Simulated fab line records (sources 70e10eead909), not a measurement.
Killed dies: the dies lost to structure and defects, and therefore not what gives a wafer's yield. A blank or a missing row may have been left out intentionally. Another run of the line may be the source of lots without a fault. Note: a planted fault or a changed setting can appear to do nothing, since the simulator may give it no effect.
Matching of chambers :: flow nand_harc :: NHARC_A_BLC_ALD_23 on ald_metal-01: 4 sister chambers
The step deposits TiN, target thk 3 nm, pulse time 1 s, ald cycles 150. 4 wafers are shown with their chamber, then 9 later ones without.

== WAFERS PAIRED WITH THEIR CHAMBERS ==
wafer: L086.1
chamber: 1
heater_power_w (W): 1176

wafer: L086.2
chamber: 2
heater_power_w (W): 1027

wafer: L095.5
chamber: 0
heater_power_w (W): 1001

wafer: L095.6
chamber: 3
heater_power_w (W): 1050

== WAFERS WITH NO CHAMBER GIVEN ==
wafer: L091.3
heater_power_w (W): 1153

wafer: L091.4
heater_power_w (W): 1140

wafer: L091.5
heater_power_w (W): 993

wafer: L094.1
heater_power_w (W): 1011

wafer: L094.2
heater_power_w (W): 1137

wafer: L094.3
heater_power_w (W): 982

wafer: L097.1
heater_power_w (W): 986

wafer: L097.5
heater_power_w (W): 1015

wafer: L097.6
heater_power_w (W): 1004

== WHICH CHAMBER EACH WENT THROUGH ==
wafer: L091.3
from the rows above: 1
in truth: 1

wafer: L091.4
from the rows above: 1
in truth: 1

wafer: L091.5
from the rows above: can't be placed: 0 or 2
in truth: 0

wafer: L094.1
from the rows above: can't be placed: 0 or 2 or 3
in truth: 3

wafer: L094.2
from the rows above: 1
in truth: 1

wafer: L094.3
from the rows above: can't be placed: 0 or 2
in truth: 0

wafer: L097.1
from the rows above: can't be placed: 0 or 2
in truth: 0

wafer: L097.5
from the rows above: can't be placed: 2 or 0 or 3
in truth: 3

wafer: L097.6
from the rows above: can't be placed: 0 or 2 or 3
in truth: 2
Correctly placed: 3 of 9. These rows do not allow placing 6 (true chamber among the candidates in 6). Wrongly placed: 0.
How it was worked out, from the rows above alone: a wafer's distance from a chamber is the root of the sum, over the readings, of the square of ((its reading less the chamber's mean) divided by the reading's scatter). The wafer belongs to the nearest chamber; if the next one is less than 2 further off, it can't be placed. Each chamber's mean is taken over the wafers shown for it. The scatter (one wafer shown for each chamber): square how far every hidden wafer sits from the nearest shown wafer, average those squares and take the square root.
